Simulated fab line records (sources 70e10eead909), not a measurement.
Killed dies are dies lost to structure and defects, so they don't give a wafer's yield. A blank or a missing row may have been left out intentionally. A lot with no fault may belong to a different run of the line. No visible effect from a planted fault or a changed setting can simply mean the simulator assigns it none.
Matching of chambers ; flow nand_harc ; NHARC_A_SGD_CUT_DEP_00 on pecvd-01: 3 sister chambers
The step deposits SiNx, target thk 50 nm. 3 wafers are shown with their chamber, then 7 later ones without.

== WAFERS PAIRED WITH THEIR CHAMBERS ==
wafer;chamber;heater_power_w (W)
L088.2;2;594
L093.1;0;600
L093.4;1;839

== WAFERS WHOSE CHAMBER IS MISSING ==
wafer;heater_power_w (W)
L093.5;604
L095.2;639
L095.4;691
L095.5;812
L097.2;644
L097.3;845
L097.6;611

== WHICH CHAMBER EACH WENT THROUGH ==
wafer;from the rows above;in truth
L093.5;can't be placed: 0 or 2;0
L095.2;can't be placed: 0 or 2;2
L095.4;can't be placed: 0 or 2 or 1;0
L095.5;1;1
L097.2;can't be placed: 0 or 2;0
L097.3;1;1
L097.6;can't be placed: 0 or 2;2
2 of 7 placed correctly. From these rows, 5 cannot be placed; in 5 the true chamber is one of the candidates. Number placed wrongly: 0.
How it was worked out, from the rows above alone: a wafer's distance from a chamber is the root of the sum, over the readings, of the square of ((its reading less the chamber's mean) divided by the reading's scatter). If the next closest chamber is less than 2 further off than the closest, the wafer can't be placed; otherwise it belongs to the closest. Each chamber's mean is taken over the wafers shown for it. The scatter: root of mean squared gap, hidden wafer to nearest shown wafer, with one shown wafer a chamber.
